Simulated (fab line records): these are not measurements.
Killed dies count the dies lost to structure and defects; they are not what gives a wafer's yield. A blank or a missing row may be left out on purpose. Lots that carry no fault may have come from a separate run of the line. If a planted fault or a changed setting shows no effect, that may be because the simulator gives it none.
fab line records -- flow n5Finfet
[record] lots = 10, wafers = 29, lastDay = 16
route steps=1938 shown BEOL_M1@825 BEOL_M2@846 BEOL_M4@1111 PASSIVATION@1936
lots untouched by any fault: they come from a run of this same line in which no faults occurred
startH: hours from the record's opening day to when the first of the lot's shown wafers began -- waitH: hours elapsed since this lot's preceding step -- " unchanged from the row above -- L1.1+2: several wafers, shown together as one row -- - no value, or no start was given -- * or withheld: withheld -- < > ~ a bound
route shown NAME@n: names a module that has steps shown in the file, with the first one's number in the route -- usual: mean/standard deviation of fault-free wafers -- same: alike in all rows -- chamber/n: place in a boat -- sites: readings site by site -- _std_site: the values' standard deviation -- _edge_site: the outer-site mean with the inner-site mean subtracted -- radiusMm: how far each site lies from the wafer's centre -- mask NAME#n: copy n -- behind: the last tool/chamber to shape the wafer -- hold: why the lot went on hold/how many hours it stayed there/how the hold came to an end -- device: names the non-switching transistor (n, p or np) -- end of line: the same wafers' tests at the end of the route -- where a step has no rows: the recipe by itself -- killed: dies lost to structure and defects at the first sort, not the wafer's yield -- map: shows each die of a wafer: x if killed, . if not, _ if none is there
set.NAME: the setting as run; set.NAME@STEP: as run at that earlier step -- model.NAME: the simulator's own value behind a step, which no gauge read
one table for each step of the route and one row for each wafer, over a sample of lots
services: from which hour (startH, from the record's first day; less than 0 if before it) a tool's chamber was out of use, for how many hours, and why
[[steps]]
[step N5_BEOL_M1_ANNEAL_91]
[recipe] tempC = 400, timeS = 240, ambient = vacuum
[usual] heaterPowerW = 816/77
lot.wafer,tool,chamber,startH,waitH,heaterPowerW
L350.2,pvdSputter-02,-,149.98,0.0,753
L350.4,pvdSputter-02,-,149.98,0.0,853
L350.6,pvdSputter-02,-,149.98,0.0,908
L347.1,pvdSputter-03,-,158.21,0.0,834
L347.3,pvdSputter-03,-,158.21,0.0,826
L347.5,pvdSputter-03,-,158.21,0.0,895
L353.2,pvdSputter-01,-,163.09,0.0,884
L353.3,pvdSputter-01,-,163.09,0.0,825
L353.6,pvdSputter-01,-,163.09,0.0,825
L354.1,pvdSputter-02,-,169.03,0.0,835
L354.4,pvdSputter-02,-,169.03,0.0,892
L354.5,pvdSputter-02,-,169.03,0.0,914
L359.2,pvdSputter-02,-,212.48,0.0,796
L359.4,pvdSputter-02,-,212.48,0.0,761
L359.5,pvdSputter-02,-,212.48,0.0,843
L361.4,pvdSputter-02,-,218.93,0.0,896
L361.5,pvdSputter-02,-,218.93,0.0,899
L361.6,pvdSputter-02,-,218.93,0.0,730
L363.2,pvdSputter-02,-,225.57,0.0,843
L363.3,pvdSputter-02,-,225.57,0.0,773
L363.5,pvdSputter-02,-,225.57,0.0,772
L364.2,pvdSputter-03,-,228.92,0.0,848
L364.5,pvdSputter-03,-,228.92,0.0,649
L364.6,pvdSputter-03,-,228.92,0.0,839
L365.2,pvdSputter-01,-,237.10,0.0,846
L365.4,pvdSputter-01,-,237.10,0.0,891
L365.5,pvdSputter-01,-,237.10,0.0,834
L367.2,pvdSputter-03,-,246.84,0.0,664
L367.3,pvdSputter-03,-,246.84,0.0,881
[step N5_BEOL_M1_PRE_CLEAN_60]
[recipe] gas = NH3/H2, timeS = 15, tempC = *, rfPowerW = 300
[usual] heaterPowerW = 85/7, rfFwdPowerW = 296.9/1
lot.wafer,tool,chamber,startH,waitH,heaterPowerW,rfFwdPowerW
L350.2,cvdCo-01,2,151.39,0.0,89,298.3
L350.4,cvdCo-01,2,151.39,0.0,88,297.9
L350.6,cvdCo-01,0,151.39,0.0,93,296.1
L347.1,cvdCo-01,1,159.73,0.1,86,296.0
L347.3,cvdCo-01,2,159.73,0.1,88,296.8
L347.5,cvdCo-01,0,159.73,0.1,92,296.3
L353.2,cvdCo-02,0,164.50,0.0,85,296.4
L353.3,cvdCo-02,2,164.50,0.0,71,299.1
L353.6,cvdCo-02,0,164.50,0.0,84,296.8
L354.1,cvdCo-02,1,170.46,0.0,83,297.4
L354.4,cvdCo-02,1,170.46,0.0,78,298.7
L354.5,cvdCo-02,0,170.46,0.0,85,296.8
L359.2,cvdCo-02,2,213.93,0.0,70,297.2
L359.4,cvdCo-02,1,213.93,0.0,83,296.9
L359.5,cvdCo-02,2,213.93,0.0,75,297.7
L361.4,cvdCo-01,2,220.65,0.1,89,298.4
L361.5,cvdCo-01,1,220.65,0.1,86,296.4
L361.6,cvdCo-01,0,220.65,0.1,94,295.5
L363.2,cvdCo-01,0,226.97,0.0,95,296.7
L363.3,cvdCo-01,2,226.97,0.0,90,297.6
L363.5,cvdCo-01,1,226.97,0.0,88,297.1
L364.2,cvdCo-02,0,230.33,0.0,84,298.2
L364.5,cvdCo-02,0,230.33,0.0,86,297.2
L364.6,cvdCo-02,2,230.33,0.0,72,297.2
L365.2,cvdCo-01,0,238.52,0.0,92,296.0
L365.4,cvdCo-01,1,238.52,0.0,86,297.4
L365.5,cvdCo-01,2,238.52,0.0,91,299.3
L367.2,cvdCo-02,2,248.32,0.0,71,298.5
L367.3,cvdCo-02,0,248.32,0.0,85,297.1
[step N5_BEOL_M1_DEP_57]
[recipe] material = SiCN, targetThkA = 80, tempC = withheld, precursor = 3MS/NH3, pressureTorr = 3, rfW = 202, timeS = 14
[usual] rfFwdPowerW = 199.2/0.8, showerheadPlenumPTorr = 3.673/0.01, throttleValvePct = 9.0/0.39
lot.wafer,tool,chamber,startH,waitH,rfFwdPowerW,showerheadPlenumPTorr,throttleValvePct
L350.2,pecvd-03,0,151.54,0.0,200.3,3.686,9.3
L350.4,pecvd-03,0,151.54,0.0,199.3,3.681,9.4
L350.6,pecvd-03,2,151.54,0.0,198.3,3.673,8.8
L347.1,pecvd-01,1,159.89,0.0,197.9,3.662,8.8
L347.3,pecvd-01,0,159.89,0.0,198.1,3.662,8.9
L347.5,pecvd-01,1,159.89,0.0,197.9,3.657,8.6
L353.2,pecvd-01,2,164.65,0.0,199.2,3.679,8.8
L353.3,pecvd-01,0,164.65,0.0,199.7,3.666,9.0
L353.6,pecvd-01,1,164.65,0.0,198.3,3.657,8.8
L354.1,pecvd-02,1,170.61,0.0,198.5,3.665,9.3
L354.4,pecvd-02,0,170.61,0.0,198.7,3.688,8.2
L354.5,pecvd-02,2,170.61,0.0,200.9,3.685,8.7
L359.2,pecvd-01,2,214.09,0.0,199.8,3.684,8.6
L359.4,pecvd-01,1,214.09,0.0,198.6,3.663,8.9
L359.5,pecvd-01,2,214.09,0.0,199.8,3.682,8.8
L361.4,pecvd-01,2,220.80,0.0,200.0,3.683,8.8
L361.5,pecvd-01,1,220.80,0.0,199.1,3.653,8.9
L361.6,pecvd-01,0,220.80,0.0,198.6,3.661,9.2
L363.2,pecvd-02,1,227.13,0.0,199.7,3.677,9.7
L363.3,pecvd-02,2,227.13,0.0,200.2,3.694,8.5
L363.5,pecvd-02,0,227.13,0.0,200.1,3.698,8.7
L364.2,pecvd-01,1,230.48,0.0,199.2,3.668,8.8
L364.5,pecvd-01,0,230.48,0.0,198.9,3.672,8.9
L364.6,pecvd-01,2,230.48,0.0,198.9,3.687,8.6
L365.2,pecvd-01,0,238.68,0.0,197.9,3.669,8.9
L365.4,pecvd-01,1,238.68,0.0,198.8,3.655,8.7
L365.5,pecvd-01,0,238.68,0.0,199.0,3.660,8.9
L367.2,pecvd-01,2,248.48,0.0,200.0,3.681,8.7
L367.3,pecvd-01,0,248.48,0.0,198.1,3.677,9.1
[step N5_BEOL_M2_COAT_62]
[recipe] resist = SiARC, tempC = 220, timeS = 60, spinRpm = 1500, resistThkNm = 12
[usual] exhaustPa = 45.0/0.93, spinSpeedRpm = 1499.9/0.91
lot.wafer,tool,chamber,startH,waitH,exhaustPa,spinSpeedRpm
L350.2,lithoTrack-05,0,151.96,-,44.5,1499.3
L350.4,lithoTrack-05,0,151.96,-,45.4,1499.8
L350.6,lithoTrack-05,0,151.96,-,45.5,1499.6
L347.1,lithoTrack-01,0,162.31,-,44.9,1500.7
L347.3,lithoTrack-01,0,162.31,-,44.8,1499.9
L347.5,lithoTrack-01,0,162.31,-,45.9,1498.7
L353.2,lithoTrack-01,0,165.36,-,45.9,1499.0
L353.3,lithoTrack-01,0,165.36,-,45.6,1499.5
L353.6,lithoTrack-01,0,165.36,-,44.7,1499.7
L354.1,lithoTrack-02,0,171.18,-,43.8,1502.0
L354.4,lithoTrack-02,0,171.18,-,44.2,1501.4
L354.5,lithoTrack-02,0,171.18,-,46.1,1501.0
L359.2,lithoTrack-02,0,214.98,-,47.1,1864.6
L359.4,lithoTrack-02,0,214.98,-,46.4,1867.5
L359.5,lithoTrack-02,0,214.98,-,46.3,1865.8
L361.4,lithoTrack-02,0,222.79,-,44.5,1865.4
L361.5,lithoTrack-02,0,222.79,-,44.7,1866.5
L361.6,lithoTrack-02,0,222.79,-,45.2,1865.6
L363.2,lithoTrack-02,0,227.67,-,44.8,1865.4
L363.3,lithoTrack-02,0,227.67,-,44.9,1867.2
L363.5,lithoTrack-02,0,227.67,-,43.8,1866.8
L364.2,lithoTrack-01,0,233.03,-,45.2,1501.2
L364.5,lithoTrack-01,0,233.03,-,45.3,1499.6
L364.6,lithoTrack-01,0,233.03,-,45.4,1498.6
L365.2,lithoTrack-05,0,241.18,-,44.9,1499.8
L365.4,lithoTrack-05,0,241.18,-,44.4,1498.7
L365.5,lithoTrack-05,0,241.18,-,45.8,1499.1
L367.2,lithoTrack-05,0,249.76,-,44.1,1500.0
L367.3,lithoTrack-05,0,249.76,-,42.4,1499.7
[step N5_BEOL_M2_ETCH_63]
[recipe] chemistry = CF4, target = SiARC, targetDepthA = 156, maskMaterial = CAR-EUV, timeS = 26, ionEnergyEv = 80, pressureMtorr = 40, sourceW = 545, biasW = 36, Ar_flow_sccm = 100, cf4FlowSccm = 100, ends = cleared
[usual] drypumpMotorCurrentA = 5.6/0.47, etchRfOnTimeS = 26.2/0.9, oesProductAu = 0.70/0.087, rfFwdPowerW = 532.4/2.5, rfVppV = 183.9/1, showerheadPlenumPTorr = 2.14/0.047, throttleValvePct = 15.59/0.26
lot.wafer,tool,chamber,startH,waitH,drypumpMotorCurrentA,etchRfOnTimeS,oesProductAu,rfFwdPowerW,rfHoursCounterH,rfVppV,showerheadPlenumPTorr,throttleValvePct
L350.2,rieDiel-03,1,152.59,0.0,5.9,25.5,0.84,529.7,2,183.7,2.09,15.35
L350.4,rieDiel-03,3,152.59,0.0,5.5,26.8,0.59,530.5,-,184.2,2.19,15.91
L350.6,rieDiel-03,1,152.59,0.0,5.9,25.4,0.83,530.8,-,186.3,2.09,15.35
L347.1,rieDiel-03,2,162.75,0.0,5.8,25.3,0.78,530.5,33,184.7,2.17,15.23
L347.3,rieDiel-03,1,162.75,0.0,5.9,25.3,0.82,530.9,6,183.7,2.08,15.34
L347.5,rieDiel-03,2,162.75,0.0,5.8,25.6,0.78,534.7,-,184.8,2.17,15.22
L353.2,rieDiel-05,0,165.84,0.0,5.9,25.3,0.76,532.3,40,183.7,2.10,15.66
L353.3,rieDiel-05,1,165.84,0.0,5.1,26.3,0.73,528.2,30,185.6,2.17,15.37
L353.6,rieDiel-05,0,165.84,0.0,5.9,25.3,0.76,530.7,-,183.7,2.10,15.67
L354.1,rieDiel-05,3,171.66,0.0,6.1,27.5,0.60,534.5,196,183.8,2.13,15.83
L354.4,rieDiel-05,1,171.66,0.0,5.1,26.8,0.72,533.8,31,185.0,2.17,15.36
L354.5,rieDiel-05,1,171.66,0.0,5.1,26.5,0.73,531.6,-,183.9,2.17,15.36
L359.2,rieDiel-05,1,215.59,0.0,5.1,23.7,0.72,534.0,46,185.0,2.17,15.40
L359.4,rieDiel-05,0,215.59,0.0,5.9,22.6,0.74,530.3,56,181.6,2.10,15.70
L359.5,rieDiel-05,1,215.59,0.0,5.1,23.6,0.71,531.0,-,185.2,2.17,15.39
L361.4,rieDiel-03,1,223.55,0.0,5.9,22.9,0.76,533.8,-,183.6,2.08,15.41
L361.5,rieDiel-03,1,223.55,0.0,5.9,22.8,0.77,532.5,-,183.9,2.08,15.40
L361.6,rieDiel-03,2,223.55,0.0,5.8,23.1,0.74,529.2,-,183.6,2.16,15.29
L363.2,rieDiel-03,0,228.47,0.0,6.2,23.8,0.79,531.2,18,183.6,2.13,15.71
L363.3,rieDiel-03,3,228.47,0.0,5.5,23.6,0.82,531.0,2,183.8,2.18,15.45
L363.5,rieDiel-03,2,228.47,0.0,5.8,22.8,0.75,532.9,-,185.2,2.16,15.28
L364.2,rieDiel-03,1,234.56,0.0,5.9,25.4,0.75,530.9,37,184.3,2.07,15.42
L364.5,rieDiel-03,2,234.56,0.0,5.8,25.9,0.74,532.3,-,185.7,2.16,15.28
L364.6,rieDiel-03,1,234.56,0.0,5.8,25.7,0.75,529.6,-,183.9,2.07,15.40
L365.2,rieDiel-06,2,241.74,0.0,4.7,26.0,0.78,531.4,12,183.8,2.11,15.53
L365.4,rieDiel-06,0,241.74,0.0,5.2,25.3,0.75,534.1,53,185.1,2.19,15.31
L365.5,rieDiel-06,3,241.74,0.0,4.8,27.4,0.57,535.6,-,185.3,2.21,15.93
L367.2,rieDiel-03,2,250.20,0.0,5.8,26.3,0.72,532.8,70,184.5,2.16,15.30
L367.3,rieDiel-03,3,250.20,0.0,5.5,27.4,0.78,531.2,12,183.7,2.18,15.49
[step N5_BEOL_M4_RC_MEAS_101]
[usual] DIBL_N = 36.9/2.1, DIBL_P = 37.1/2.5, IOFF_N = 0.17/0.039, IOFF_P = 0.23/0.043, ION_N = 673/15, ION_P = 462/9.1, SS_N = 71.8/0.69, SS_P = 73.6/0.74, VT_N = 250/3.6, VT_P = -249.7/2.9
lot.wafer,tool,chamber,startH,waitH,DIBL_N[mV/V],DIBL_P[mV/V],IOFF_N[nA/um],IOFF_P[nA/um],ION_N[uA/um],ION_P[uA/um],SS_N[mV/dec],SS_P[mV/dec],VT_N[mV],VT_P[mV]
L350.2,prober-01,0,180.79,0.2,33.5,33.0,0.12,0.17,677,465,70.8,72.1,254,-252.8
L350.4,prober-01,0,180.79,0.2,35.6,35.0,0.15,0.19,665,453,71.1,72.9,249,-252.3
L350.6,prober-01,0,180.79,0.2,35.8,35.6,0.14,0.19,667,452,70.7,73.2,251,-250.6
L347.1,prober-01,0,185.58,0.0,37.9,37.0,0.18,0.19,674,447,71.8,73.2,248,-249.9
L347.3,prober-01,0,185.58,0.0,39.5,40.3,0.22,0.23,687,456,71.9,74.3,247,-250.1
L347.5,prober-01,0,185.58,0.0,37.5,36.5,0.16,0.17,664,444,72.2,73.8,253,-252.8
L353.2,prober-01,0,198.34,0.2,35.2,34.9,0.13,0.19,657,453,71.6,72.6,254,-252.9
L353.3,prober-01,0,198.34,0.2,38.6,38.4,0.20,0.26,673,462,71.9,73.9,250,-246.8
L353.6,prober-01,0,198.34,0.2,39.4,39.8,0.21,0.27,680,467,71.9,73.5,245,-245.6
L354.1,prober-02,0,205.37,0.0,36.1,34.1,0.13,0.19,668,461,70.6,72.6,256,-251.9
L354.4,prober-02,0,205.37,0.0,36.6,36.1,0.14,0.22,676,470,71.1,72.7,251,-249.4
L354.5,prober-02,0,205.37,0.0,36.8,36.1,0.15,0.23,654,456,71.0,73.3,252,-248.9
L359.2,prober-02,0,242.45,0.2,36.2,36.8,0.17,0.22,659,451,72.7,72.9,252,-249.3
L359.4,prober-02,0,242.45,0.2,37.6,40.2,0.22,0.29,682,468,72.4,73.5,249,-247.1
L359.5,prober-02,0,242.45,0.2,35.9,36.7,0.16,0.21,663,455,72.2,73.3,254,-252.4
L361.4,prober-01,0,257.96,0.5,38.0,37.7,0.16,0.23,663,456,71.7,73.1,253,-248.8
L361.5,prober-01,0,257.96,0.5,36.4,35.8,0.13,0.19,664,461,70.7,73.1,257,-252.7
L361.6,prober-01,0,257.96,0.5,38.3,39.0,0.18,0.26,683,469,71.3,74.0,250,-245.5
L364.2,prober-01,0,267.39,0.2,39.1,39.0,0.23,0.26,689,473,72.1,73.4,244,-245.7
L364.5,prober-01,0,267.39,0.2,35.9,36.4,0.16,0.21,673,457,71.3,73.0,250,-250.8
L364.6,prober-01,0,267.39,0.2,40.5,42.4,0.25,0.31,701,476,72.7,74.5,246,-247.9
L363.2,prober-01,0,272.54,0.2,40.2,41.3,0.22,0.28,700,472,72.7,73.9,248,-246.3
L363.3,prober-01,0,272.54,0.2,38.7,39.0,0.19,0.24,689,465,72.4,72.8,246,-249.5
L363.5,prober-01,0,272.54,0.2,40.3,41.2,0.20,0.27,695,474,72.6,73.8,246,-246.3
L365.2,prober-01,0,279.56,0.2,34.4,34.4,0.12,0.16,665,450,71.6,73.0,254,-251.9
L365.4,prober-01,0,279.56,0.2,37.2,37.1,0.17,0.19,671,457,71.5,73.6,249,-252.1
L365.5,prober-01,0,279.56,0.2,38.1,38.7,0.19,0.22,687,462,71.6,73.9,246,-250.4
L367.2,prober-02,0,284.01,0.2,35.4,36.7,0.15,0.21,682,469,71.2,73.3,250,-251.0
L367.3,prober-02,0,284.01,0.2,37.2,37.4,0.17,0.22,679,463,71.5,74.3,250,-249.4
[step N5_PASSIVATION_PROBE_49]
[usual] defectLimitedYield = 91.3/1.4, killed_at_M0_to_M3 = 32/9.5, killed_at_M4_up = 14/5.2, killedAtContacts = 13/5.7, killedAtFrontEnd = 41/12, killedAtOther = 3.5/2.6, killedDies = 103/17, killedOpen = 68/14, killedShort = 32/7, sort_bin_5_function = 5.0/0.91, sort_bin_6_memory = 3.3/0.7, sort_bin_8_speed = 0.03/0.22, sortNPass = 1076/17, sortYieldPct = 91.2/1.4
[same] grossDies = 1180, killedAtBackSide = 0, sort_bin_4_leakage[%] = 0
lot.wafer,tool,chamber,startH,waitH,defectLimitedYield[%],killed_at_M0_to_M3,killed_at_M4_up,killedAtContacts,killedAtFrontEnd,killedAtOther,killedDies,killedOpen,killedShort,sort_bin_5_function[%],sort_bin_6_memory[%],sort_bin_8_speed[%],sortNPass,sortYieldPct[%]
L354.1,prober-01,-,304.74,0.0,94.3,22,5,6,29,5,67,41,26,3.5,2.0,0,1113,94.3
L354.4,prober-01,-,304.89,0.2,93.0,26,23,10,21,3,83,55,21,3.4,3.1,0,1097,93.0
L354.5,prober-01,-,304.94,0.2,92.7,35,16,10,22,3,86,61,23,3.8,3.1,0.08,1094,92.7
L364.2,prober-02,-,364.78,0.1,93.0,30,8,7,34,4,83,42,40,3.5,3.1,0,1097,93.0
L364.5,prober-02,-,364.93,0.2,92.2,32,10,18,30,2,92,63,29,4.2,3.1,0,1088,92.2
L364.6,prober-02,-,364.98,0.3,92.2,35,13,10,29,5,92,54,36,5.2,2.2,0,1088,92.2
L363.2,prober-02,-,372.36,0.1,87.5,58,16,12,60,1,147,101,35,7.1,4.2,0,1033,87.5
L365.2,prober-01,-,373.24,0.1,91.1,30,9,6,53,7,105,70,34,5.8,3.0,0,1075,91.1
L365.4,prober-01,-,373.34,0.2,90.4,52,12,6,41,2,113,74,36,4.6,4.1,0,1067,90.4
L365.5,prober-01,-,373.39,0.2,92.7,30,7,17,30,2,86,56,29,3.6,3.5,0,1094,92.7
// killed by level:class
L354.1 FIN_SAQP:geometricParticle:open=10 MOL_CONTACT_COAG:geometricParticle:open=5 BEOL_M2:geometricParticle:short=5 STARTING-WAFER:geometricParticle:open=5 BEOL_M0_SAQP:geometricParticle:short=4 BEOL_M3:geometricParticle:open=4 PASS1_DEP:geometricParticle:short=4 DUMMY_GATE:geometricParticle:open=3
L354.4 BEOL_M4:geometricParticle:open=15 MOL_CONTACT_COAG:geometricParticle:open=8 BEOL_M3:geometricParticle:open=6 HKMG_FIN:areaEtch=6 BEOL_M1:geometricParticle:open=5 FIN_SAQP:geometricParticle:short=4 BEOL_M0_SAQP:geometricParticle:open=4 BEOL_M2:geometricParticle:open=4
L354.5 BEOL_M3:geometricParticle:open=12 MOL_CONTACT_COAG:geometricParticle:open=7 BEOL_M2:geometricParticle:open=7 BEOL_M0_SAQP:geometricParticle:open=5 STARTING-WAFER:geometricParticle:open=5 GATE_CUT:geometricParticle:open=4 BEOL_M0_SAQP:geometricParticle:short=4 BEOL_M4:geometricParticle:open=4
L364.2 BEOL_M0_SAQP:geometricParticle:short=10 STI_FIN_REVEAL:geometricParticle:open=7 BEOL_M0_SAQP:geometricParticle:open=7 BEOL_M2:geometricParticle:short=6 GATE_CUT:geometricParticle:short=4 STI_FIN_REVEAL:geometricParticle:short=4 MOL_CONTACT_COAG:geometricParticle:open=4 BEOL_M4:geometricParticle:open=4
L364.5 MOL_CONTACT_COAG:geometricParticle:open=15 BEOL_M0_SAQP:geometricParticle:open=13 BEOL_M0_SAQP:geometricParticle:short=8 FIN_SAQP:geometricParticle:short=6 FIN_SAQP:geometricParticle:open=4 STI_FIN_REVEAL:geometricParticle:open=4 BEOL_M1:geometricParticle:open=4 BEOL_M4:geometricParticle:open=4
L364.6 BEOL_M0_SAQP:geometricParticle:open=10 BEOL_M2:geometricParticle:short=8 MOL_CONTACT_COAG:geometricParticle:open=7 BEOL_M4:geometricParticle:open=7 STI_FIN_REVEAL:geometricParticle:open=6 BEOL_M0_SAQP:geometricParticle:short=6 BEOL_M1:geometricParticle:open=6 SPACER0:geometricParticle:short=5
L363.2 BEOL_M0_SAQP:geometricParticle:open=23 FIN_SAQP:geometricParticle:open=18 BEOL_M0_SAQP:geometricParticle:short=16 STI_FIN_REVEAL:geometricParticle:open=14 MOL_CONTACT_COAG:geometricParticle:open=12 HKMG_FIN:areaEtch=11 BEOL_M1:geometricParticle:open=5 BEOL_M2:geometricParticle:open=5
L365.2 FIN_SAQP:geometricParticle:open=21 FIN_SAQP:geometricParticle:short=11 STI_FIN_REVEAL:geometricParticle:open=10 BEOL_M0_SAQP:geometricParticle:open=8 BEOL_M0_SAQP:geometricParticle:short=6 MOL_CONTACT_COAG:geometricParticle:open=5 BEOL_M1:geometricParticle:open=5 BEOL_M2:geometricParticle:short=3
L365.4 BEOL_M0_SAQP:geometricParticle:open=13 FIN_SAQP:geometricParticle:open=10 BEOL_M3:geometricParticle:open=8 BEOL_M0_SAQP:geometricParticle:short=7 BEOL_M1:geometricParticle:open=7 STARTING-WAFER:geometricParticle:short=7 STI_FIN_REVEAL:geometricParticle:open=6 BEOL_M2:geometricParticle:open=6
L365.5 MOL_CONTACT_COAG:geometricParticle:open=12 DUMMY_GATE:geometricParticle:open=10 BEOL_M3:geometricParticle:open=10 BEOL_M0_SAQP:geometricParticle:short=7 FIN_SAQP:geometricParticle:short=5 FIN_SAQP:geometricParticle:open=5 MOL_CONTACT_COAG:geometricParticle:short=5 BEOL_M0:geometricParticle:open=5
[[services]]
tool,chamber,startH,hours,kind
rieDiel-03,1,130.75,-,clean
rieDiel-03,1,130.75,-,consumableReplace:focusRing
rieDiel-03,1,130.75,17.5,scheduledDown
rieDiel-03,1,130.75,17.5,ventCycle
pecvd-03,0,147.55,3.9,repair
rieDiel-03,0,149.30,-,clean
rieDiel-03,0,149.30,-,consumableReplace:focusRing
rieDiel-03,0,149.30,25.7,scheduledDown
rieDiel-03,0,149.30,25.7,ventCycle
rieDiel-03,-,158.24,0.4,repair
lithoTrack-02,-,164.08,-,consumableReplace:filter
rieDiel-06,2,168.19,-,clean
rieDiel-06,2,168.19,-,consumableReplace:focusRing
rieDiel-03,3,168.79,4.2,repair
cvdCo-02,0,178.70,4.6,repair
rieDiel-03,3,205.74,-,clean
rieDiel-03,3,205.74,-,consumableReplace:focusRing
rieDiel-03,3,205.74,18.8,scheduledDown
rieDiel-03,3,205.74,18.8,ventCycle
pecvd-03,-,205.77,3.3,repair
rieDiel-03,0,218.61,7.7,repair
rieDiel-06,-,223.44,14.6,pm
pecvd-01,-,227.49,1.4,repair
rieDiel-05,-,229.22,0.1,repair
[[key]]
[firstSign] step = N5_BEOL_M2_COAT_62, reading = spinSpeedRpm, direction = up, sigmas = 99+, usual = *, struck = *
[effect] step = N5_BEOL_M2_ETCH_63, reading = etchRfOnTimeS, direction = down, sigmas = 3.4, usual = *, struck = *
metAt N5_BEOL_M2_COAT_62
struckLots L359,L361,L363
[baselineLoss] step = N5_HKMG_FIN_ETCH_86, wafers = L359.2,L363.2
notActingAt N5_BEOL_M1_ANNEAL_91,N5_BEOL_M1_PRE_CLEAN_60,N5_BEOL_M1_DEP_57
onsetBetween 171.18 214.98
[fault] kind = processParameterDrift, tool = lithoTrack-02, chamber = -, onsetH = 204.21, steps = N5_BEOL_M2_COAT_62, channel = spinRpm, offset = *, shape = step, endH = 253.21, actsIn = *, stated = *
// baselineLoss: these wafers lose ten dies or more at that step, a loss of the line's own and not of a fault; the sort's usual values leave them out
